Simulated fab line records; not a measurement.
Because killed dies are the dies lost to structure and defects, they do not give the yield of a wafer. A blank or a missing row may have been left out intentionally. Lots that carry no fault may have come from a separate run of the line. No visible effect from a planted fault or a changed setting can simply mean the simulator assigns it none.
A single fault, viewed from 2 desks :: flow nandHarc :: each desk holds nothing but its own numbers, with what lay behind them at the end

== AT THE METROLOGY DESK ==
Lot by lot, what the gauges showed, no matter which tool ran the lot: averages of those sampled wafers that carry a number. The brackets show how far a lot's mean lies from the usual mean; more than 4 standard deviations puts the lot out of limits, marked OUT.
Columns: A = cdNm at NHARC_A_CONTACT_CD_MEAS_08, usual 100.0 nm
lot: L478
first seen here: day 16 18:35
A: 99.9

lot: L477
first seen here: day 16 20:49
A: 99.7

lot: L480
first seen here: day 17 05:49
A: 99.8

lot: L481
first seen here: day 17 23:40
A: 99.7

lot: L486
first seen here: day 19 00:05
A: 100.5

lot: L485
first seen here: day 19 01:29
A: 99.9

lot: L487
first seen here: day 19 10:37
A: 99.6

lot: L488
first seen here: day 19 20:16
A: 99.9

lot: L490
first seen here: day 19 22:33
A: 101.1

lot: L492
first seen here: day 20 21:07
A: 99.4

lot: L497
first seen here: day 22 04:17
A: 99.7

lot: L500
first seen here: day 22 16:42
A: 100.7
This desk's finding: nothing out of limits on any of the 12 lots.

== THE TOOL OWNER'S DESK: rieDiel-03 ==
The tool's own readings at NHARC_A_CONTACT_ETCH_89 (etches the open film in N2/H2, target depth 260 nm, time 475.3 s): means of the sampled wafers that have a number, for each lot that ran on this tool. The brackets show how far a lot's mean lies from the usual mean; more than 4 standard deviations puts the lot out of limits, marked OUT.
Columns: A = drypumpMotorCurrentA at NHARC_A_CONTACT_ETCH_89, usual 5.6 A; B = oesProductAu at NHARC_A_CONTACT_ETCH_89, usual 0.995 a.u.; C = rfVppV at NHARC_A_CONTACT_ETCH_89, usual 429.6 V; D = showerheadPlenumPTorr at NHARC_A_CONTACT_ETCH_89, usual 2.01 Torr; E = throttleValvePct at NHARC_A_CONTACT_ETCH_89, usual 14.171 %
lot: L478
first seen here: day 16 18:59
A: 5.4
B: 0.979
C: 429.5
D: 2.00
E: 14.170

lot: L477
first seen here: day 16 21:11
A: 5.7
B: 0.990
C: 429.8
D: 2.02
E: 14.163

lot: L480
first seen here: day 17 06:17
A: 5.4
B: 0.985
C: 429.8
D: 2.00
E: 14.165

lot: L486
first seen here: day 19 00:26
A: 5.4
B: 0.979
C: 429.6
D: 2.00
E: 14.170

lot: L487
first seen here: day 19 11:01
A: 5.7
B: 0.972
C: 427.9
D: 1.98
E: 14.168

lot: L488
first seen here: day 19 20:40
A: 5.9
B: 0.988
C: 426.3
D: 1.91
E: 14.180

lot: L490
first seen here: day 19 22:58
A: 5.6
B: 1.009
C: 428.3
D: 1.98
E: 14.166

lot: L492
first seen here: day 20 21:31
A: 6.1
B: 1.006
C: 426.2
D: 1.89
E: 14.175

lot: L497
first seen here: day 22 04:44
A: 5.7
B: 0.946
C: 427.4
D: 1.93
E: 14.181

lot: L500
first seen here: day 22 17:04
A: 5.2
B: 0.895 (-6.7) OUT
C: 429.6
D: 2.01
E: 14.178
Finding of this desk: L500 out of limits; the first was L500 at day 22 17:04, on oesProductAu at NHARC_A_CONTACT_ETCH_89. L478, L477, L480, L486, L487, L488, L490, L492, L497: within limits.

== ALL TOGETHER ==
An alarm could have come from the tool owner's desk at day 22 17:04, on L500.
The metrology desk saw nothing out of limits.
The metrology desk holds a record of L500, inside its limits.
The lots listed all ran NHARC_A_CONTACT_ETCH_89 on rieDiel-03.

== WHAT HAD BEEN PUT IN BY THE SIMULATOR ==
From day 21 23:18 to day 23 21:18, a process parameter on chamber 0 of rieDiel-03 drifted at NHARC_A_CONTACT_ETCH_89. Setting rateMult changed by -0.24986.
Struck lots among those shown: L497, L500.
Time in hours from fault onset to the first out-of-limits reading at each desk: the tool owner's desk, 18.
